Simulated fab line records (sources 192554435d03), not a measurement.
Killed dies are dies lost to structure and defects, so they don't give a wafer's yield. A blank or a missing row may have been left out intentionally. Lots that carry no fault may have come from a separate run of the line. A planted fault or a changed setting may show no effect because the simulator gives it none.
Matching of chambers :: flow n5Finfet :: aldSin-01 running N5_SDB_ALD_29: 4 sister chambers
The step deposits SiNx, target thk 30 nm, pulse time 1 s, ald cycles 600. 14 wafers are shown with their chamber, then 7 later ones without.

== WAFERS PAIRED WITH THEIR CHAMBERS ==
wafer: L076.2
chamber: 3
heaterPowerW (W): 905
precursorPulseHeightRel: 0.982

wafer: L076.5
chamber: 2
heaterPowerW (W): 1076
precursorPulseHeightRel: 0.966

wafer: L076.6
chamber: 1
heaterPowerW (W): 755
precursorPulseHeightRel: 1.008

wafer: L078.1
chamber: 2
heaterPowerW (W): 1073
precursorPulseHeightRel: 0.969

wafer: L078.4
chamber: 0
heaterPowerW (W): 954
precursorPulseHeightRel: 1.000

wafer: L078.6
chamber: 3
heaterPowerW (W): 883
precursorPulseHeightRel: 0.992

wafer: L079.2
chamber: 0
heaterPowerW (W): 931
precursorPulseHeightRel: 0.976

wafer: L079.3
chamber: 1
heaterPowerW (W): 729
precursorPulseHeightRel: 0.989

wafer: L079.4
chamber: 2
heaterPowerW (W): 1069
precursorPulseHeightRel: 1.010

wafer: L082.1
chamber: 1
heaterPowerW (W): 727
precursorPulseHeightRel: 1.012

wafer: L082.3
chamber: 3
heaterPowerW (W): 873
precursorPulseHeightRel: 0.996

wafer: L082.6
chamber: 3
heaterPowerW (W): 906
precursorPulseHeightRel: 1.011

wafer: L087.1
chamber: 3
heaterPowerW (W): 890
precursorPulseHeightRel: 1.017

wafer: L087.2
chamber: 2
heaterPowerW (W): 1086
precursorPulseHeightRel: 1.033

SIGNATURES (means of the wafers above)
reading: heaterPowerW
chamber 0: 942.50
chamber 1: 737.00
chamber 2: 1076.00
chamber 3: 891.40
scatter within a chamber: 13.1

reading: precursorPulseHeightRel
chamber 0: 0.98800
chamber 1: 1.00300
chamber 2: 0.99450
chamber 3: 0.99960
scatter within a chamber: 0.0214
Rule: a wafer lies at a distance from a chamber equal to the root of the sum of squares, over the readings, of (its reading less the chamber's mean, divided by the reading's scatter). The wafer belongs to the nearest chamber; if the next one is less than 2 further off, it can't be placed. How the scatter is found: for the shown wafers, subtract from each reading the mean of its chamber, square and add these, divide the total by (wafers less chambers), then take the root.

== WAFERS WITHOUT THEIR CHAMBER ==
wafer: L087.6
heaterPowerW (W): 905
precursorPulseHeightRel: 1.005

wafer: L088.1
heaterPowerW (W): 1072
precursorPulseHeightRel: 0.988

wafer: L088.5
heaterPowerW (W): 1076
precursorPulseHeightRel: 0.988

wafer: L088.6
heaterPowerW (W): 889
precursorPulseHeightRel: 0.980

wafer: L096.1
heaterPowerW (W): 731
precursorPulseHeightRel: 0.967

wafer: L096.5
heaterPowerW (W): 1073
precursorPulseHeightRel: 0.974

wafer: L096.6
heaterPowerW (W): 740
precursorPulseHeightRel: 1.013

== CHAMBER TAKEN BY EACH ==
wafer: L087.6
from the rows above: can't be placed: 3 or 0
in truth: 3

wafer: L088.1
from the rows above: 2
in truth: 2

wafer: L088.5
from the rows above: 2
in truth: 2

wafer: L088.6
from the rows above: 3
in truth: 3

wafer: L096.1
from the rows above: 1
in truth: 1

wafer: L096.5
from the rows above: 2
in truth: 2

wafer: L096.6
from the rows above: 1
in truth: 1
Placed correctly: 6 of 7. Cannot be placed on the basis of these rows: 1; the candidates contain the true chamber in 1. Wrongly placed: 0.
